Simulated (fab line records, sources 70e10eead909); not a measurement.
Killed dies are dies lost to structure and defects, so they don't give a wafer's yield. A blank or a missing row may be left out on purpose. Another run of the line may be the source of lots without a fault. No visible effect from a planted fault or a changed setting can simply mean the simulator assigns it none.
Chamber matching | flow nand-harc | NHARC_A_CHANNEL_FILL_D1_ETCHBACK_20 on rie-diel-08: 4 sister chambers
The step etches the open film in C4F8/O2/Ar, target depth 27 nm, time 13.5 s. 4 wafers are shown with their chamber, then 9 later ones without.

== WAFERS WITH THEIR CHAMBER ==
wafer  | chamber | rf-vpp-V (V)
L081.2 | 2       | 980
L088.1 | 1       | 971
L088.3 | 3       | 974
L088.4 | 0       | 975

== WAFERS WITHOUT THEIR CHAMBER ==
wafer  | rf-vpp-V (V)
L093.2 | 979
L093.4 | 969
L093.5 | 971
L094.1 | 970
L094.2 | 972
L094.3 | 974
L094.4 | 978
L094.5 | 975
L094.6 | 970

== WHICH CHAMBER EACH WENT THROUGH ==
wafer  | from the rows above          | in truth
L093.2 | 2                            | 2
L093.4 | 1                            | 1
L093.5 | 1                            | 1
L094.1 | 1                            | 1
L094.2 | can't be placed: 1 or 3 or 0 | 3
L094.3 | can't be placed: 3 or 0      | 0
L094.4 | can't be placed: 2 or 0 or 3 | 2
L094.5 | can't be placed: 0 or 3      | 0
L094.6 | 1                            | 1
Placed correctly: 5 of 9. Unplaceable from these rows: 4, with the true chamber sitting among the candidates in 4. Number placed wrongly: 0.
How it was worked out, from the rows above alone: a wafer's distance from a chamber is the root of the sum, over the readings, of the square of ((its reading less the chamber's mean) divided by the reading's scatter). If the next closest chamber is less than 2 further off than the closest, the wafer can't be placed; otherwise it belongs to the closest. The mean given for a chamber averages the wafers shown for that chamber. The scatter: with one shown wafer a chamber, the root of the mean of the squares of how far each hidden wafer lies from its nearest shown one.
